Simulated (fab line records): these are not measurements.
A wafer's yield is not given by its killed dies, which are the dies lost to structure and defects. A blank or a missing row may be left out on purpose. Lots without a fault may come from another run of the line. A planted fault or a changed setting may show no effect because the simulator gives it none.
Comparing a struck lot with a sound one + flow nand_harc + 15 out of 1159 route steps
Sound: wafers L385.1, L385.3, L385.4. Struck: wafer L390.4 (left out: L390.3, L390.6 of the same lot, which were not struck); the cause appears at the end.
At each step with rows: each side's tool, then ch and its chambers, then its first start. Under that, the readings that differ: sound wafers + struck wafers + difference of the means + sigmas: that difference in standard deviations of wafers without a fault.
alike: readings whose means differ by less than 2 such deviations, and words and numbers that are the same on both sides. not compared: withheld readings, readings that some wafer has no value for, bounds like >300 that may hide the same value, and numbers for which the record gives no deviation and whose values overlap.
A row with sigmas, a row that says differs or no value, or rows on one side alone: a step with any of these is where the two part. Non-overlapping numbers with no deviation appear without sigmas and do not part them. Lack of a reading on every wafer of one side parts them only where that side has two or more wafers.

first, 8 steps without rows for these wafers: NHARC_A_M0_HMDS_02 (time 30 s); NHARC_A_M0_COAT_33 (time 65 s); NHARC_A_M0_COAT_03 (resist thk 90 nm); NHARC_A_M0_SOFTBAKE_04 (time 55 s); NHARC_A_M0_EBR_05; NHARC_A_M0_EXPOSE_06 (exposes mask A M0, target cd 80 nm); NHARC_A_M0_PEB_07 (peb time 65 s); NHARC_A_M0_DEVELOP_08 (develop time 35 s).
NHARC_A_M0_CD_MEAS_09 targets a cd of 80 nm.
  sound on cd_sem-02 ch 0, day 17 21:40; struck on cd_sem-02 ch 0, day 19 17:09
  alike: cd_nm
NHARC_A_M0_OVL_MEAS_10: pitch 160 nm.
  sound on overlay-02, day 17 21:45; struck on overlay-01, day 19 17:14
  alike: overlay_x_nm, overlay_y_nm
NHARC_A_M0_INSPECT_11:
  sound on defect_inspect-02, day 17 21:47; struck on defect_inspect-01, day 19 17:16
  alike: raw_defect_count
NHARC_A_M0_DESCUM_14: chemistry O2, time 3 s.
  sound on rie_diel-09 ch 0,1,3, day 17 21:50; struck on rie_diel-09 ch 2, day 19 17:20
| reading                | sound    | struck | difference | sigmas |
|------------------------|----------|--------|------------|--------|
| rf_hours_counter_h (h) | 11 10 11 | 1      | -10        |        |
  alike: drypump_motor_current_A, oes_product_au, rf_vpp_V, showerhead_plenum_p_Torr, throttle_valve_pct
NHARC_A_M0_ETCH_34: etches the open film in N2/H2, target depth 40 nm, overetch 12 nm, time 43.94 s.
  sound on rie_diel-09 ch 0,2,3, day 17 21:56; struck on rie_diel-09 ch 0, day 19 17:25
| reading                | sound          | struck | difference | sigmas |
|------------------------|----------------|--------|------------|--------|
| rf_hours_counter_h (h) | 11 10 11       | 1      | -10        |        |
| run_length_s (s)       | 64.7 65.5 65.9 | 52.3   | -13.1      | -25    |
  alike: drypump_motor_current_A, h2_flow_sccm, oes_product_au, rf_vpp_V, showerhead_plenum_p_Torr, throttle_valve_pct
NHARC_A_M0_ETCH_15: etches the open film in C4F8/Ar, target depth 150 nm, overetch 15 nm, time 82.5 s.
  sound: rie_diel-09 ch 0,2,3; struck: rie_diel-09 ch 2
| reading                | sound    | struck | difference | sigmas |
|------------------------|----------|--------|------------|--------|
| rf_hours_counter_h (h) | 11 11 10 | 1      | -10        |        |
  alike: oes_product_au, rf_vpp_V, run_length_s
NHARC_END_SORT_01:
  the record has rows for the sound wafers here (prober-01 ch 0, day 19 20:19) and none for the struck ones

== WHERE THEY PART ==
At NHARC_A_M0_ETCH_34 first; at NHARC_END_SORT_01 last (within this record only).

WHY: what had been put in by the simulator
rie_diel-09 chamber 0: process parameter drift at NHARC_A_M0_ETCH_34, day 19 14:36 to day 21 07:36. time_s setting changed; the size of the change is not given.
